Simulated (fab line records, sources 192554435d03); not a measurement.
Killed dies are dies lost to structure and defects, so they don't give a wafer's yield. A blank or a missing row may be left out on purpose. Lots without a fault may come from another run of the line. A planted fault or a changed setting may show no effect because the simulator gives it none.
Split-lot experiment | flow n5_finfet | 7 lots, 21 wafers read, on a route of 1938 steps

THE SPLIT
At N5_BEOL_M12_SPUTTER_44 (material Ta, target thk 10 nm, time 16.13 s), the setting power_w was moved away from the recipe's 15000 W on 8 of the 21 wafers read, by +5.2% to +13.3%. The other wafers ran this setting at the recipe's value.

The reading is taken at the split's own step.

THE READING
Ta_of_BEOL_M12_SPUTTER_44.thk_nm (the simulator's own value, which no gauge read), in nm, at N5_BEOL_M12_SPUTTER_44 (material Ta, target thk 10 nm, time 16.13 s). The file gives no usual value for it. The 13 wafers here that ran the recipe average 9.8 nm, standard deviation 0.16 nm.

wafer  | tool, chamber at the split | power_w as run, W | against the recipe | Ta_of_BEOL_M12_SPUTTER_44.thk_nm, nm | against lot-mates on the recipe
L077.3 | pvd_sputter-03, -          | 15000             | recipe             | 10.2                                 | -
L077.4 | pvd_sputter-03, -          | 15840             | +5.6%              | 10.6                                 | +0.4
L077.6 | pvd_sputter-03, -          | 15840             | +5.6%              | 10.6                                 | +0.4
L081.4 | pvd_sputter-01, -          | 15000             | recipe             | 9.6                                  | -
L081.5 | pvd_sputter-01, -          | 15000             | recipe             | 9.8                                  | -
L081.6 | pvd_sputter-01, -          | 15000             | recipe             | 9.8                                  | -
L074.1 | pvd_sputter-03, -          | 15000             | recipe             | 9.8                                  | -
L074.5 | pvd_sputter-03, -          | 15000             | recipe             | 9.8                                  | -
L074.3 | pvd_sputter-03, -          | 17000             | +13.3%             | 11.4                                 | +1.6
L083.2 | pvd_sputter-01, -          | 15000             | recipe             | 9.8                                  | -
L083.3 | pvd_sputter-01, -          | 15000             | recipe             | 9.6                                  | -
L083.6 | pvd_sputter-01, -          | 15860             | +5.7%              | 10.4                                 | +0.7
L087.1 | pvd_sputter-01, -          | 15000             | recipe             | 9.8                                  | -
L087.3 | pvd_sputter-01, -          | 16930             | +12.9%             | 11                                   | +1.2
L087.4 | pvd_sputter-01, -          | 16930             | +12.9%             | 11.2                                 | +1.4
L093.2 | pvd_sputter-01, -          | 15000             | recipe             | 10                                   | -
L093.6 | pvd_sputter-01, -          | 15000             | recipe             | 10                                   | -
L093.4 | pvd_sputter-01, -          | 15000             | recipe             | 9.8                                  | -
L096.3 | pvd_sputter-02, -          | 15000             | recipe             | 10                                   | -
L096.4 | pvd_sputter-02, -          | 15780             | +5.2%              | 10.6                                 | +0.6
L096.6 | pvd_sputter-02, -          | 15780             | +5.2%              | 10.4                                 | +0.4

THE FIT
A straight line over all 21 wafers: Ta_of_BEOL_M12_SPUTTER_44.thk_nm changes by +0.107 nm for each +1% of power_w; r = +0.96; the points scatter about the line by 0.16 nm.
The same after taking each lot's own level away (the mean of its wafers on the recipe; 21 wafers): +0.105 nm for each +1%; r = +0.98; scatter 0.11 nm.
On that fit, the largest move of power_w shifts the reading by 1.4 nm.
The lots' own levels span 9.70 to 10.20 nm, that is 3.1 times the standard deviation above.
So the lot-to-lot level changes the slope little: the two slopes agree.
Check: with one of the wafers moved furthest among these (+13.3%) left out of the fit, the line predicts +1.31 nm for it against its lot-mates. It came out at +1.6 nm against them.

OTHER SPLITS ON THESE WAFERS
These wafers also went through other splits before the reading. Each is held against what the fit with the lots' levels taken away leaves over:
other split on the same wafers | wafers away from the commonest value | r with Ta_of_BEOL_M12_SPUTTER_44.thk_nm (lot level and that fit taken away)
N5_BEOL_M11_ETCH_41 time_s     | 8                                    | -0.29

THE FILE'S OWN FIT
Ta_of_BEOL_M12_SPUTTER_44.thk_nm changes by +0.108 nm for each +1% of power_w, r = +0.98.
